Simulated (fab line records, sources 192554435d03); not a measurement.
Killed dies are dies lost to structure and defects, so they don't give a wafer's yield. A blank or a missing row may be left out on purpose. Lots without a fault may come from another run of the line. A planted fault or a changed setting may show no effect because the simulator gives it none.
Split-lot experiment | flow n5_finfet | 7 lots, 21 wafers read, on a route of 1938 steps

THE SPLIT
At N5_BEOL_M0_CUTY_ETCH_63 (etches SOC in N2/H2, target depth 82.7 nm, overetch 16.5 nm, time 124 s), the setting time_s was moved away from the recipe's 124 s on 7 of the 21 wafers read, by -11.1% to +21.5%. The other wafers ran this setting at the recipe's value.

FROM THE SPLIT TO THE READING: what the file shows between them, 1 step
- N5_BEOL_M0_CUTY_STRIP_64: strips in N2/H2

THE READING
SiO2_of_BEOL_M0_SAQP_SPACER2_ALD_26.thk_nm (the simulator's own value, which no gauge read), in nm, at N5_BEOL_M0_ETCH_138 (etches SiCN in CH3F/O2, target depth 12 nm, time 31.6 s). The file gives no usual value for it. The 14 wafers here that ran the recipe average 5.1 nm, standard deviation 0.14 nm.

wafer  | tool, chamber at the split | time_s as run, s | against the recipe | SiO2_of_BEOL_M0_SAQP_SPACER2_ALD_26.thk_nm, nm | against lot-mates on the recipe
L076.2 | rie_diel-04, 3,2,3         | 124              | recipe             | 5                                              | -
L076.5 | rie_diel-04, 3,2,3         | 124              | recipe             | 5                                              | -
L076.6 | rie_diel-04, 3,2,3         | 124              | recipe             | 5                                              | -
L077.1 | rie_diel-05, 0             | 150.2            | +21.1%             | 4.4                                            | -0.8
L077.3 | rie_diel-05, 1,3           | 124              | recipe             | 5.2                                            | -
L077.5 | rie_diel-05, 1,3           | 124              | recipe             | 5.2                                            | -
L083.3 | rie_diel-05, 3             | 150.7            | +21.5%             | 4.4                                            | -0.9
L083.5 | rie_diel-05, 1             | 124              | recipe             | 5.2                                            | -
L083.6 | rie_diel-05, 2             | 124              | recipe             | 5.4                                            | -
L084.2 | rie_diel-04, 1             | 142.5            | +14.9%             | 4.6                                            | -0.4
L084.5 | rie_diel-04, 0             | 142.5            | +14.9%             | 4.8                                            | -0.2
L084.6 | rie_diel-04, 3             | 124              | recipe             | 5                                              | -
L088.4 | rie_diel-04, 2,3           | 124              | recipe             | 5.2                                            | -
L088.5 | rie_diel-04, 2,3           | 124              | recipe             | 5.2                                            | -
L088.6 | rie_diel-04, 0             | 142.3            | +14.8%             | 5                                              | -0.2
L095.2 | rie_diel-01, 2             | 124              | recipe             | 5.4                                            | -
L095.5 | rie_diel-01, 2,1           | 110.2            | -11.1%             | 5.6                                            | +0.2
L095.6 | rie_diel-01, 2,1           | 110.2            | -11.1%             | 5.6                                            | +0.2
L097.3 | rie_diel-04, 3             | 124              | recipe             | 5                                              | -
L097.4 | rie_diel-04, 3             | 124              | recipe             | 5                                              | -
L097.5 | rie_diel-04, 1             | 124              | recipe             | 5.2                                            | -
Where a row lists several chambers, the file gives one row for several wafers and doesn't say which wafer went through which chamber.

THE FIT
A straight line over all 21 wafers: SiO2_of_BEOL_M0_SAQP_SPACER2_ALD_26.thk_nm changes by -0.0323 nm for each +1% of time_s; r = -0.89; the points scatter about the line by 0.15 nm.
The same after taking each lot's own level away (the mean of its wafers on the recipe; 21 wafers): -0.0285 nm for each +1%; r = -0.90; scatter 0.12 nm.
On that fit, the largest move of time_s shifts the reading by 0.61 nm.
The lots' own levels span 5.00 to 5.40 nm, that is 2.9 times the standard deviation above.
So the lot-to-lot level changes the slope: the two fits differ.
Check: with one of the wafers moved furthest among these (+21.5%) left out of the fit, the line predicts -0.53 nm for it against its lot-mates. It came out at -0.9 nm against them.

OTHER SPLITS ON THESE WAFERS
These wafers also went through other splits before the reading. Each is held against what the fit with the lots' levels taken away leaves over:
other split on the same wafers            | wafers away from the commonest value | r with SiO2_of_BEOL_M0_SAQP_SPACER2_ALD_26.thk_nm (lot level and that fit taken away)
N5_PMOS_HMC_CHANNEL_EPI_PEB_07 peb_temp_c | 4                                    | +0.39
N5_FIN_SAQP_SPACER2_ALD_28 temp_c         | 5                                    | +0.02
N5_FIN_CUT_CUT_ETCH_15 time_s             | 6                                    | -0.04
N5_DUMMY_GATE_COAT_09 spin_rpm            | 5                                    | -0.17
N5_DUMMY_GATE_ETCH_37 source_w            | 6                                    | +0.09
N5_HKMG_FIN_COAT_06 spin_rpm              | 12                                   | -0.08
N5_MOL_CONTACT_COAG_ALD_20 ald_cycles     | 10                                   | +0.41
N5_MOL_CONTACT_COAG_COAT_64 spin_rpm      | 3                                    | -0.29
N5_MOL_CONTACT_COAG_DESCUM_45 time_s      | 8                                    | -0.33

THE WHOLE CHAIN: every reading that the file lists as answering this split, in the file's order
step                    | what it does                                                            | reading                                                                                     | change (the file's fit)                | r (the file's)
N5_BEOL_M0_CUTY_ETCH_63 | etches SOC in N2/H2, target depth 82.7 nm, overetch 16.5 nm, time 124 s | SiO2_of_BEOL_M0_SAQP_SPACER2_ALD_26.thk_nm (the simulator's own value, which no gauge read) | -0.0347 nm for each +1% of the setting | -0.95
N5_BEOL_M0_ETCH_138     | etches SiCN in CH3F/O2, target depth 12 nm, time 31.6 s                 | SiO2_of_BEOL_M0_SAQP_SPACER2_ALD_26.thk_nm (the simulator's own value, which no gauge read) | -0.0312 nm for each +1% of the setting | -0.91

THE FILE'S OWN FIT
SiO2_of_BEOL_M0_SAQP_SPACER2_ALD_26.thk_nm changes by -0.0312 nm for each +1% of time_s, r = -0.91.
